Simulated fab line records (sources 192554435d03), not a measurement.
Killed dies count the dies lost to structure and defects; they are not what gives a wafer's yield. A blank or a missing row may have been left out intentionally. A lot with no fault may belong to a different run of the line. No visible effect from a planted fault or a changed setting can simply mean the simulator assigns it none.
The tool behind it: which one?    flow n5Finfet    24 lots with 72 wafers sampled at 4 steps, on a route of 1938 steps

WHAT THE GAUGES SHOWED, per wafer
N5_BEOL_M9_OCD_MEAS_38.
lot   measured      on      trenchDepthNm (nm)
L074  day 9 17:35   ocd-02  149.7 155.1 148.9
L075  day 10 12:28  ocd-01  151.8 153.3 153.2
L076  day 10 13:38  ocd-01  152.8 154.3 152.7
L079  day 11 00:09  ocd-02  151.8 149.1 151.6
L077  day 11 03:06  ocd-02  150.7 149.2 152.3
L078  day 11 05:13  ocd-01  155.9 155.9 156.1
L080  day 11 11:45  ocd-01  152.3 154.6 152.8
L081  day 11 20:34  ocd-02  149.3 153.6 149.1
L082  day 12 04:22  ocd-02  155.4 151.9 153.7
L083  day 12 14:40  ocd-02  156.3 153.6 153.4
L084  day 12 21:53  ocd-01  155.4 153.9 154.6
L086  day 13 00:20  ocd-01  153.3 156.2 152.8
L085  day 13 08:25  ocd-02  153.9 152.8 154.2
L087  day 13 08:31  ocd-01  150.0 150.6 149.9
L088  day 13 08:05  ocd-01  150.7 151.0 149.6
L090  day 14 03:34  ocd-02  149.3 150.4 151.9
L089  day 14 01:13  ocd-01  152.2 155.8 149.7
L092  day 14 11:50  ocd-02  154.7 151.8 152.7
L091  day 14 12:16  ocd-01  152.9 150.5 152.4
L093  day 14 18:38  ocd-02  156.0 155.0 153.8
L094  day 14 21:45  ocd-02  152.1 154.3 153.2
L096  day 15 11:37  ocd-01  153.0 153.8 153.8
L095  day 15 13:55  ocd-02  149.7 151.0 147.2
L097  day 15 20:11  ocd-01  152.9 155.0 153.6

WHAT TOOL EACH LOT RAN ON (gives the tool, then ch and the chambers of the sampled wafers, and finally the start)
lot   N5_BEOL_M8_DEGAS_44          N5_BEOL_M8_ANNEAL_51             N5_BEOL_M9_STRIP_80
L074  pvdSputter-03, day 9 09:59   rtpAnneal-02 ch 0, day 9 11:01   rieDiel-04 ch 1,2,3, day 9 17:35 or earlier
L075  pvdSputter-01, day 9 21:04   rtpAnneal-02 ch 0, day 9 21:58   rieDiel-03 ch 1,2,3, day 10 12:28 or earlier
L076  pvdSputter-02, day 10 05:04  rtpAnneal-02 ch 0, day 10 07:32  rieDiel-01 ch 0,1,3, day 10 13:38 or earlier
L079  pvdSputter-01, day 10 18:44  rtpAnneal-01 ch 0, day 10 20:31  rieDiel-03 ch 2,3, day 11 00:09 or earlier
L077  pvdSputter-01, day 10 21:58  rtpAnneal-02 ch 0, day 10 23:02  rieDiel-03 ch 1,2, day 11 03:06 or earlier
L078  pvdSputter-02, day 10 22:14  rtpAnneal-01 ch 0, day 10 23:22  rieDiel-01 ch 1,2, day 11 05:13 or earlier
L080  pvdSputter-02, day 11 02:56  rtpAnneal-02 ch 0, day 11 04:01  rieDiel-01 ch 1,3, day 11 11:45 or earlier
L081  pvdSputter-01, day 11 14:50  rtpAnneal-01 ch 0, day 11 16:22  rieDiel-04 ch 0,1,3, day 11 20:34 or earlier
L082  pvdSputter-02, day 11 18:56  rtpAnneal-02 ch 0, day 11 21:19  rieDiel-04 ch 1,2, day 12 04:22 or earlier
L083  pvdSputter-01, day 12 05:45  rtpAnneal-02 ch 0, day 12 08:16  rieDiel-01 ch 0,2,3, day 12 14:40 or earlier
L084  pvdSputter-02, day 12 15:26  rtpAnneal-02 ch 0, day 12 16:44  rieDiel-01 ch 0,2, day 12 21:53 or earlier
L086  pvdSputter-03, day 12 17:47  rtpAnneal-01 ch 0, day 12 18:41  rieDiel-01 ch 0,1,2, day 13 00:20 or earlier
L085  pvdSputter-01, day 13 00:55  rtpAnneal-01 ch 0, day 13 01:56  rieDiel-01 ch 0,1,2, day 13 08:25 or earlier
L087  pvdSputter-01, day 13 01:11  rtpAnneal-01 ch 0, day 13 02:34  rieDiel-03 ch 0,2, day 13 08:31 or earlier
L088  pvdSputter-02, day 13 02:13  rtpAnneal-02 ch 0, day 13 03:14  rieDiel-03 ch 1,2,3, day 13 08:05 or earlier
L090  pvdSputter-02, day 13 19:44  rtpAnneal-02 ch 0, day 13 21:12  rieDiel-03 ch 2,3, day 14 03:34 or earlier
L089  pvdSputter-02, day 13 19:49  rtpAnneal-02 ch 0, day 13 20:48  rieDiel-04 ch 0,1, day 14 01:13 or earlier
L092  pvdSputter-02, day 14 01:37  rtpAnneal-01 ch 0, day 14 02:57  rieDiel-04 ch 1,2,3, day 14 11:50 or earlier
L091  pvdSputter-02, day 14 01:44  rtpAnneal-02 ch 0, day 14 03:17  rieDiel-04 ch 0,2, day 14 12:16 or earlier
L093  pvdSputter-02, day 14 12:40  rtpAnneal-01 ch 0, day 14 13:35  rieDiel-01 ch 0,2, day 14 18:38 or earlier
L094  pvdSputter-03, day 14 15:02  rtpAnneal-02 ch 0, day 14 16:43  rieDiel-01 ch 0,1,3, day 14 21:45 or earlier
L096  pvdSputter-02, day 15 04:43  rtpAnneal-01 ch 0, day 15 05:37  rieDiel-01 ch 1,3, day 15 11:37 or earlier
L095  pvdSputter-03, day 15 05:09  rtpAnneal-01 ch 0, day 15 07:03  rieDiel-03 ch 0,1,3, day 15 13:55 or earlier
L097  pvdSputter-01, day 15 14:39  rtpAnneal-02 ch 0, day 15 15:53  rieDiel-01 ch 0,1,2, day 15 20:11 or earlier
- N5_BEOL_M8_DEGAS_44: time 60 s.
- N5_BEOL_M8_ANNEAL_51: time 90 s.
- N5_BEOL_M9_STRIP_80: strips in N2/H2, time 10 s.

AS READ BY THE TOOLS THEMSELVES (means over the sampled wafers that have a number; for cases with no such wafer, the mark the record gives instead)
N5_BEOL_M8_DEGAS_44.
lot   tool           heaterPowerW (W)
L074  pvdSputter-03  299
L075  pvdSputter-01  300
L076  pvdSputter-02  324
L079  pvdSputter-01  318
L077  pvdSputter-01  313
L078  pvdSputter-02  315
L080  pvdSputter-02  344
L081  pvdSputter-01  313
L082  pvdSputter-02  323
L083  pvdSputter-01  313
L084  pvdSputter-02  340
L086  pvdSputter-03  314
L085  pvdSputter-01  333
L087  pvdSputter-01  316
L088  pvdSputter-02  298
L090  pvdSputter-02  310
L089  pvdSputter-02  329
L092  pvdSputter-02  317
L091  pvdSputter-02  330
L093  pvdSputter-02  313
L094  pvdSputter-03  297
L096  pvdSputter-02  302
L095  pvdSputter-03  302
L097  pvdSputter-01  332

N5_BEOL_M8_ANNEAL_51.
lot   tool          annealTempC (C)  wafer_temp_C_max
L074  rtpAnneal-02  225.30           226.22
L075  rtpAnneal-02  225.12           226.28
L076  rtpAnneal-02  225.04           226.68
L079  rtpAnneal-01  224.85           226.14
L077  rtpAnneal-02  225.05           226.24
L078  rtpAnneal-01  225.01           226.16
L080  rtpAnneal-02  224.82           226.40
L081  rtpAnneal-01  225.08           226.14
L082  rtpAnneal-02  224.93           226.06
L083  rtpAnneal-02  224.99           226.29
L084  rtpAnneal-02  224.84           226.42
L086  rtpAnneal-01  224.93           226.13
L085  rtpAnneal-01  224.90           225.98
L087  rtpAnneal-01  225.16           226.12
L088  rtpAnneal-02  225.02           226.39
L090  rtpAnneal-02  224.94           226.59
L089  rtpAnneal-02  224.69           226.42
L092  rtpAnneal-01  224.85           226.42
L091  rtpAnneal-02  224.96           226.13
L093  rtpAnneal-01  224.87           226.39
L094  rtpAnneal-02  224.77           226.77
L096  rtpAnneal-01  224.75           226.43
L095  rtpAnneal-01  225.04           226.31
L097  rtpAnneal-02  224.99           226.12

N5_BEOL_M9_STRIP_80.
lot   tool        drypumpMotorCurrentA (A)  n2FlowSccm (sccm)  oesProductAu (a.u.)  rfVppV (V)  showerheadPlenumPTorr (Torr)  tempC (C)  throttleValvePct (%)
L074  rieDiel-04  6.1                       200.4              0.77                 58.9        2.49                          40.02      23.49
L075  rieDiel-03  6.0                       200.1              0.77                 59.7        2.62                          39.99      23.64
L076  rieDiel-01  5.6                       199.9              0.87                 60.2        2.58                          40.07      23.44
L079  rieDiel-03  6.2                       199.7              0.82                 60.3        2.63                          40.02      23.54
L077  rieDiel-03  5.7                       199.8              0.72                 59.1        2.55                          40.12      23.91
L078  rieDiel-01  5.3                       200.0              0.93                 58.7        2.56                          39.97      23.68
L080  rieDiel-01  5.2                       200.5              0.85                 58.7        2.55                          40.02      23.58
L081  rieDiel-04  5.8                       200.6              0.76                 58.8        2.54                          40.01      23.55
L082  rieDiel-04  5.7                       200.0              0.92                 58.8        2.55                          40.02      23.50
L083  rieDiel-01  6.2                       199.7              0.85                 59.2        2.54                          40.06      23.51
L084  rieDiel-01  6.3                       200.3              0.89                 58.5        2.55                          40.05      23.60
L086  rieDiel-01  5.7                       199.8              0.89                 58.8        2.58                          39.96      23.56
L085  rieDiel-01  5.7                       199.8              0.88                 58.7        2.58                          39.88      23.57
L087  rieDiel-03  5.3                       199.6              0.71                 59.2        2.44                          39.93      23.63
L088  rieDiel-03  6.0                       199.8              0.75                 59.8        2.61                          40.09      23.68
L090  rieDiel-03  5.8                       200.8              0.75                 59.5        2.56                          39.93      23.83
L089  rieDiel-04  5.4                       200.5              0.77                 58.7        2.61                          40.03      23.82
L092  rieDiel-04  6.1                       199.7              0.93                 58.7        2.59                          40.02      23.34
L091  rieDiel-04  5.8                       200.1              0.86                 58.6        2.53                          39.94      23.69
L093  rieDiel-01  6.4                       200.6              0.87                 59.5        2.55                          40.12      23.61
L094  rieDiel-01  5.6                       199.4              0.82                 60.0        2.57                          39.98      23.49
L096  rieDiel-01  5.2                       200.7              0.82                 58.9        2.54                          40.01      23.62
L095  rieDiel-03  5.9                       199.9              0.75                 58.5        2.57                          39.96      23.47
L097  rieDiel-01  5.7                       199.5              0.86                 59.3        2.58                          40.17      23.61

THE ANSWER, worked out from the rows above alone
Rule: usual is defined by the lots themselves. Put in order of their means at a reading, lots are off if they are a third of the lots or fewer, leave a main group of 4 or more, and stand apart from it by a gap of 3 or more times the standard deviation of the main group's means; of several such gaps the widest counts. A main group is skipped when, at the precision printed for the reading in the tables above, its means are all equal. Also off: a lot with no number at a reading for which 4 or more lots have one. The other lots that the step has rows for count as sound. First the gauges in route order, then the tools' own readings, where a lot's mean is used as printed above. At the first step where some lot is off, the reading lying furthest off is the one used; lots without a number count as furthest.
No lot is off on any of the readings shown, so nothing can be concluded from this.

WHAT THE SIMULATOR HAD INSERTED
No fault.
